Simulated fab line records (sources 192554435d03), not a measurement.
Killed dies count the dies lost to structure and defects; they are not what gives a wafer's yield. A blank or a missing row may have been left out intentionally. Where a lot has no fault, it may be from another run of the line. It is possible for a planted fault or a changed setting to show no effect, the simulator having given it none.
Struck lot and sound lot, side by side | flow n5Finfet | 39 out of 1938 route steps
Sound: these wafers, L903.1, L903.2, L903.3. Struck: wafer L905.6. (L905.3, L905.5 of the same lot were not struck and are left out.) The cause comes at the end.
At each step with rows: each side's tool, then ch and its chambers, then its first start. Under that, the readings that differ: sound wafers | struck wafers | difference of the means | sigmas: that difference in standard deviations of wafers without a fault.
alike: same words and numbers on both sides, and readings whose means sit less than 2 such deviations apart. not compared: any withheld reading, any reading some wafer has no value for, any bound like >300 that may hide the same value, and any number with overlapping values for which the record gives no deviation.
The two part at a step that has a row with sigmas, a row that says differs or no value, or rows on one side only. When numbers do not overlap yet have no deviation, they are printed without sigmas and do not part them. A reading missing from all wafers of one side parts the sides only when that side holds two or more wafers.

first, 9 steps without rows for these wafers: N5_BEOL_M5_DESCUM_33 (chemistry O2, time 7 s); N5_BEOL_M5_ETCH_75 (etches underlayer in N2/H2, target depth 6.5 nm, time 5.2 s); N5_BEOL_M5_ETCH_67 (etches SiARC in CF4, target depth 15.6 nm, time 26 s); N5_BEOL_M5_ETCH_68 (etches SOC in N2/H2, target depth 80 nm, overetch 16 nm, time 120 s); N5_BEOL_M5_STRIP_69 (strips in N2/H2); N5_BEOL_M5_STRIP_76 (strips in N2/H2); N5_BEOL_M5_VIA_ETCH_34 (etches SiCOH lowk in C4F6/O2, target depth 88.3 nm, time 39.2 s); N5_BEOL_M5_STRIP_85 (strips in C4F6/O2); N5_BEOL_M5_STRIP_36 (strips in N2/H2).
N5_BEOL_M5_TRENCH_ETCH_37: etches SiCOH lowk in C4F6/O2, target depth 71.652 nm, time 24.7 s.
  sound on rieDiel-04 ch 0,2,3, day 11 17:41; struck on rieDiel-04 ch 2, day 12 09:01
reading                           | sound             | struck | difference | sigmas
biasW (W)                         | 184.4 184.8 184.2 | 223.2  | +38.7      | +76
rfVppV (V)                        | 662 671 668       | 772    | +105       | +15
model.BEOL_M5.featureDepthNm (nm) | 70.8 69.8 72.2    | 76     | +5         | 
model.etch.depthNm (nm)           | 70.7 69.86 72.24  | 75.96  | +5.03      | 
  alike: O2_flow_sccm, drypumpMotorCurrentA, oesProductAu, showerheadPlenumPTorr, throttleValvePct
  not compared: rfHoursCounterH
then, 2 steps without rows for these wafers: N5_BEOL_M5_ETCH_41 (etches SiCN in CH3F/O2, target depth 31.5 nm, time 56.7 s); N5_BEOL_M5_STRIP_91 (strips in N2/H2, time 10 s).
N5_BEOL_M5_OCD_MEAS_38:
  struck on ocd-02, day 12 09:10; sound on ocd-02, day 11 17:50
reading            | sound          | struck | difference | sigmas
trenchDepthNm (nm) | 71.1 69.9 72.2 | 76.5   | +5.4       | +5
then, 21 steps without rows for these wafers: N5_BEOL_M5_HM_STRIP_39 (strips TiN in peroxide tin strip, target depth 25 nm, time 158 s); N5_BEOL_M5_SRD_40 (time 30 s); N5_BEOL_M5_PRECLEAN_42 (cleans in residue remover, time 60 s); N5_BEOL_M5_SRD_43 (time 30 s); N5_BEOL_M5_CURE_80 (cures SiCOH lowk, time 120 s); N5_BEOL_M5_DEGAS_44 (time 60 s); N5_BEOL_M5_PRE_CLEAN_45 (time 30 s); N5_BEOL_M5_ALD_86 (deposits TaN, pulse time 2 s, purge time 3 s, co reactant purge time 2 s); N5_BEOL_M5_SURFACE_TREAT_87; N5_BEOL_M5_CVD_47 (deposits Co from CCTBA/H2, target thk 3 nm, time 216 s); N5_BEOL_M5_SPUTTER_48 (material Cu, target thk 15 nm, time 27.62 s); N5_BEOL_M5_ANNEAL_49 (time 1800 s); N5_BEOL_M5_SPUTTER_81 (material Cu, target thk 15 nm, time 27.62 s); N5_BEOL_M5_ANNEAL_82 (time 1800 s); N5_BEOL_M5_SPUTTER_83 (material Cu, target thk 15 nm, time 27.62 s); N5_BEOL_M5_ANNEAL_84 (time 1800 s); N5_BEOL_M5_SPUTTER_88 (material Cu, target thk 15 nm, time 27.62 s); N5_BEOL_M5_ANNEAL_89 (time 1800 s); N5_BEOL_M5_SPUTTER_90 (material Cu, target thk 4.5 nm, time 8.29 s); N5_BEOL_M5_ECD_50 (material Cu, target thk 300 nm); N5_BEOL_M5_ANNEAL_51 (time 90 s).
N5_BEOL_M5_CMP_52: polishes, stops on SiCOH lowk, t overpolish 6.9 s, target thk 62 nm.
  sound on cmp-01 ch 0,1,2, day 12 01:08; struck on cmp-03 ch 2, day 12 16:26
reading                               | sound          | struck | difference | sigmas
barrierFieldEndpointS (s)             | 24.1 23.3 23.9 | 25.5   | +1.7       | +3
model.Cu_of_BEOL_M5_ECD_50.thkNm (nm) | 61 58.8 61     | 65.6   | +5.3       | 
  alike: motorCurrentA, overpolishRunS, timeToEndpointS
N5_BEOL_M5_THK_MEAS_53: measures by xrf.
  struck on filmMetro-01, day 12 16:43; sound on filmMetro-02, day 12 01:25
reading     | sound          | struck | difference | sigmas
M5_THK (nm) | 59.0 57.1 59.5 | 65.3   | +6.8       | +4
then, 2 steps without rows for these wafers: N5_BEOL_M5_PRE_CLEAN_77 (time 15 s); N5_BEOL_M5_CO_CAP_78 (material Co, precursor CCTBA/H2, target thk 2 nm, time 102.1 s).
N5_BEOL_M5_RS_MEAS_57: measurement is done with a four-point probe.
  struck on filmMetro-01, day 12 16:59; sound on filmMetro-01, day 12 01:41
reading        | sound             | struck | difference | sigmas
M5_RS (ohm/sq) | 0.395 0.412 0.394 | 0.361  | -0.039     | -4

WHERE THEY PART
Earliest at N5_BEOL_M5_TRENCH_ETCH_37; latest, in this record, at N5_BEOL_M5_RS_MEAS_57.

WHY: whatever the simulator had introduced
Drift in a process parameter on rieDiel-04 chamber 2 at N5_BEOL_M5_TRENCH_ETCH_37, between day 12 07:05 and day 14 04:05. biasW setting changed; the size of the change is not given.
